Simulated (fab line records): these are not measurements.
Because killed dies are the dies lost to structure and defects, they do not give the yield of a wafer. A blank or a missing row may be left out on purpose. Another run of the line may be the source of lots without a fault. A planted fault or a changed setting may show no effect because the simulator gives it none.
One fault through the eyes of 2 desks || flow n5 finfet || every desk sees just its own numbers, and what lay behind them comes last

## THE TOOL OWNER'S DESK: litho track-01
The tool's own readings at N5_BEOL_M2_COAT_73 (time 60 s, resist thk 5 nm): means of the sampled wafers that have a number, for each lot that ran on this tool. The brackets show how far a lot's mean lies from the usual mean; more than 4 standard deviations puts the lot out of limits, marked OUT.
Columns: A = spin speed rpm at N5_BEOL_M2_COAT_73, usual 1499.9 rpm
{"lot": "L164", "first seen here": "day 6 10:53", "A": 1498.9}
{"lot": "L165", "first seen here": "day 7 01:45", "A": 1499.0}
{"lot": "L172", "first seen here": "day 9 03:04", "A": 1500.0}
{"lot": "L175", "first seen here": "day 9 04:31", "A": "1271.0 (-99 or more) OUT"}
{"lot": "L181", "first seen here": "day 10 22:58", "A": "1273.1 (-99 or more) OUT"}
This desk finds L175, L181 out of limits, L175 being first, at day 9 04:31 (spin speed rpm at N5_BEOL_M2_COAT_73). In limits: L164, L165, L172.

## THE METROLOGY DESK
Lot by lot, what the gauges showed, no matter which tool ran the lot: averages of those sampled wafers that carry a number. The brackets show how far a lot's mean lies from the usual mean; more than 4 standard deviations puts the lot out of limits, marked OUT. Of its 11 readings 7 are shown: those that lie furthest out on some lot.
Columns: A = DIBL_N at N5_BEOL_M4_RC_MEAS_101, usual 36.2 mV/V; B = IOFF_N at N5_BEOL_M4_RC_MEAS_101, usual 0.155 nA/um; C = IOFF_P at N5_BEOL_M4_RC_MEAS_101, usual 0.210 nA/um; D = ION_N at N5_BEOL_M4_RC_MEAS_101, usual 677 uA/um; E = ION_P at N5_BEOL_M4_RC_MEAS_101, usual 465 uA/um; F = VT_N at N5_BEOL_M4_RC_MEAS_101, usual 249.9 mV; G = VT_P at N5_BEOL_M4_RC_MEAS_101, usual -250 mV
{"lot": "L164", "first seen here": "day 6 11:09", "A": 36.8, "B": 0.163, "C": 0.206, "D": 677, "E": 464, "F": 250.5, "G": -251}
{"lot": "L165", "first seen here": "day 7 02:09", "A": 35.4, "B": 0.139, "C": 0.189, "D": 677, "E": 465, "F": 252.6, "G": -251}
{"lot": "L172", "first seen here": "day 9 03:28", "A": 35.7, "B": 0.159, "C": 0.246, "D": 678, "E": 475, "F": 248.0, "G": -245}
{"lot": "L174", "first seen here": "day 9 04:36", "A": 36.0, "B": 0.151, "C": 0.224, "D": 678, "E": 471, "F": 250.2, "G": -246}
{"lot": "L175", "first seen here": "day 9 04:54", "A": 36.4, "B": 0.174, "C": 0.236, "D": 681, "E": 469, "F": 248.0, "G": -249}
{"lot": "L179", "first seen here": "day 10 06:08", "A": 36.7, "B": 0.178, "C": 0.264, "D": 687, "E": 475, "F": 246.4, "G": -246}
{"lot": "L181", "first seen here": "day 10 23:14", "A": 37.9, "B": 0.158, "C": 0.174, "D": 678, "E": 457, "F": 250.3, "G": -255}
{"lot": "L182", "first seen here": "day 11 02:33", "A": 36.1, "B": 0.147, "C": 0.210, "D": 675, "E": 464, "F": 251.1, "G": -249}
{"lot": "L185", "first seen here": "day 11 22:04", "A": 37.4, "B": 0.153, "C": 0.209, "D": 672, "E": 463, "F": 250.4, "G": -249}
This desk's finding: nothing out of limits on any of the 9 lots.

## PUT TOGETHER
On L175, L181, at day 9 04:31, an alarm was possible from the tool owner's desk.
From the metrology desk's view, nothing was out of limits.
The metrology desk has L175, L181 on record, within its limits.
Every lot named ran N5_BEOL_M2_COAT_73 on litho track-01.

## WHAT THE SIMULATOR PUT IN
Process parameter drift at N5_BEOL_M2_COAT_73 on litho track-01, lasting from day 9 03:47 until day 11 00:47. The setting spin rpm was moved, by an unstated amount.
Struck lots among those shown: L175, L181.
Hours from the fault's start to each desk's first reading out of limits: the tool owner's desk, 1.
